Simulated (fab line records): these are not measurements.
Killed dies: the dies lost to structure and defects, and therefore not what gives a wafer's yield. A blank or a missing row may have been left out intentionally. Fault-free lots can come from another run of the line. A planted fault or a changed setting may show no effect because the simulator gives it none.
Split-lot study / flow n5 finfet / 21 wafers read from 7 lots, route of 1938 steps

THE SPLIT ITSELF
At N5_PASSIVATION_PECVD_53 (deposits SiO2 from TEOS/O2, target thk 800 nm, time 169.4 s), the setting temp c was moved away from the recipe's 400 C on 5 of the 21 wafers read, by -1.7% to +4.3%. The other wafers ran this setting at the recipe's value.

The split's own step is where the reading is taken.

THE READING
SiO2_of_PASSIVATION_PECVD_53.thk nm (the simulator's own value, which no gauge read), in nm, at N5_PASSIVATION_PECVD_53 (deposits SiO2 from TEOS/O2, target thk 800 nm, time 169.4 s). There is no usual value for it anywhere in the file. Here, 16 wafers ran the recipe; their average is 797.4 nm with a standard deviation of 13 nm.

wafer=L075.1; tool, chamber at the split=pecvd-03, 0; temp c as run, C=393.1; against the recipe=-1.7%; SiO2_of_PASSIVATION_PECVD_53.thk nm, nm=832.8; against lot-mates on the recipe=+51.8
wafer=L075.3; tool, chamber at the split=pecvd-03, 2; temp c as run, C=400; against the recipe=recipe; SiO2_of_PASSIVATION_PECVD_53.thk nm, nm=781; against lot-mates on the recipe=-
wafer=L075.5; tool, chamber at the split=pecvd-03, 2; temp c as run, C=393.1; against the recipe=-1.7%; SiO2_of_PASSIVATION_PECVD_53.thk nm, nm=825.4; against lot-mates on the recipe=+44.4
wafer=L081.1; tool, chamber at the split=pecvd-01, 1; temp c as run, C=400; against the recipe=recipe; SiO2_of_PASSIVATION_PECVD_53.thk nm, nm=783.6; against lot-mates on the recipe=-
wafer=L081.2; tool, chamber at the split=pecvd-01, 2; temp c as run, C=400; against the recipe=recipe; SiO2_of_PASSIVATION_PECVD_53.thk nm, nm=792.6; against lot-mates on the recipe=-
wafer=L081.5; tool, chamber at the split=pecvd-01, 2; temp c as run, C=400; against the recipe=recipe; SiO2_of_PASSIVATION_PECVD_53.thk nm, nm=806.4; against lot-mates on the recipe=-
wafer=L085.1; tool, chamber at the split=pecvd-02, 1; temp c as run, C=416; against the recipe=+4.0%; SiO2_of_PASSIVATION_PECVD_53.thk nm, nm=706.2; against lot-mates on the recipe=-92.4
wafer=L085.2; tool, chamber at the split=pecvd-02, 2; temp c as run, C=416; against the recipe=+4.0%; SiO2_of_PASSIVATION_PECVD_53.thk nm, nm=688.4; against lot-mates on the recipe=-110.2
wafer=L085.5; tool, chamber at the split=pecvd-02, 2; temp c as run, C=400; against the recipe=recipe; SiO2_of_PASSIVATION_PECVD_53.thk nm, nm=798.6; against lot-mates on the recipe=-
wafer=L086.2; tool, chamber at the split=pecvd-02, 2; temp c as run, C=400; against the recipe=recipe; SiO2_of_PASSIVATION_PECVD_53.thk nm, nm=789; against lot-mates on the recipe=-
wafer=L086.3; tool, chamber at the split=pecvd-02, 1; temp c as run, C=400; against the recipe=recipe; SiO2_of_PASSIVATION_PECVD_53.thk nm, nm=786.8; against lot-mates on the recipe=-
wafer=L086.5; tool, chamber at the split=pecvd-02, 0; temp c as run, C=400; against the recipe=recipe; SiO2_of_PASSIVATION_PECVD_53.thk nm, nm=822.2; against lot-mates on the recipe=-
wafer=L090.1; tool, chamber at the split=pecvd-01, 2; temp c as run, C=417.3; against the recipe=+4.3%; SiO2_of_PASSIVATION_PECVD_53.thk nm, nm=700; against lot-mates on the recipe=-109.7
wafer=L090.3; tool, chamber at the split=pecvd-01, 0; temp c as run, C=400; against the recipe=recipe; SiO2_of_PASSIVATION_PECVD_53.thk nm, nm=813.6; against lot-mates on the recipe=-
wafer=L090.5; tool, chamber at the split=pecvd-01, 2; temp c as run, C=400; against the recipe=recipe; SiO2_of_PASSIVATION_PECVD_53.thk nm, nm=805.8; against lot-mates on the recipe=-
wafer=L093.2; tool, chamber at the split=pecvd-03, 2; temp c as run, C=400; against the recipe=recipe; SiO2_of_PASSIVATION_PECVD_53.thk nm, nm=782.6; against lot-mates on the recipe=-
wafer=L093.4; tool, chamber at the split=pecvd-03, 1; temp c as run, C=400; against the recipe=recipe; SiO2_of_PASSIVATION_PECVD_53.thk nm, nm=806.2; against lot-mates on the recipe=-
wafer=L093.6; tool, chamber at the split=pecvd-03, 0; temp c as run, C=400; against the recipe=recipe; SiO2_of_PASSIVATION_PECVD_53.thk nm, nm=807.4; against lot-mates on the recipe=-
wafer=L096.1; tool, chamber at the split=pecvd-02, 2; temp c as run, C=400; against the recipe=recipe; SiO2_of_PASSIVATION_PECVD_53.thk nm, nm=786.4; against lot-mates on the recipe=-
wafer=L096.2; tool, chamber at the split=pecvd-02, 0; temp c as run, C=400; against the recipe=recipe; SiO2_of_PASSIVATION_PECVD_53.thk nm, nm=812.4; against lot-mates on the recipe=-
wafer=L096.3; tool, chamber at the split=pecvd-02, 1; temp c as run, C=400; against the recipe=recipe; SiO2_of_PASSIVATION_PECVD_53.thk nm, nm=783.6; against lot-mates on the recipe=-

THE FIT
A straight line over all 21 wafers: SiO2_of_PASSIVATION_PECVD_53.thk nm changes by -23.3 nm for each +1% of temp c; r = -0.95; the points scatter about the line by 13 nm.
The same after taking each lot's own level away (the mean of its wafers on the recipe; 21 wafers): -25.7 nm for each +1%; r = -0.97; scatter 11 nm.
Per that fit: largest temp c move, reading shift of 1.1e+02 nm.
The lots' own levels span 781.00 to 809.70 nm, that is 2.2 times the standard deviation above.
So the lot-to-lot level changes the slope little: the two slopes agree.
Check: with one of the wafers moved furthest among these (+4.3%) left out of the fit, the line predicts -111 nm for it against its lot-mates. It came out at -110 nm against them.

ADDITIONAL SPLITS CARRIED BY THESE WAFERS
Other splits were also applied to these wafers ahead of the reading. Each is held against what the fit with the lots' levels taken away leaves over:
other split on the same wafers=N5_BEOL_M14_SPUTTER_43 power w; wafers away from the commonest value=7; r with SiO2_of_PASSIVATION_PECVD_53.thk nm (lot level and that fit taken away)=-0.31
other split on the same wafers=N5_BEOL_M15_ETCH_61 time s; wafers away from the commonest value=4; r with SiO2_of_PASSIVATION_PECVD_53.thk nm (lot level and that fit taken away)=+0.07
other split on the same wafers=N5_BEOL_M15_TRENCH_ETCH_34 bias w; wafers away from the commonest value=7; r with SiO2_of_PASSIVATION_PECVD_53.thk nm (lot level and that fit taken away)=-0.22

FILE'S OWN FIT
SiO2_of_PASSIVATION_PECVD_53.thk nm changes by -25.5 nm for each +1% of temp c, r = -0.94.
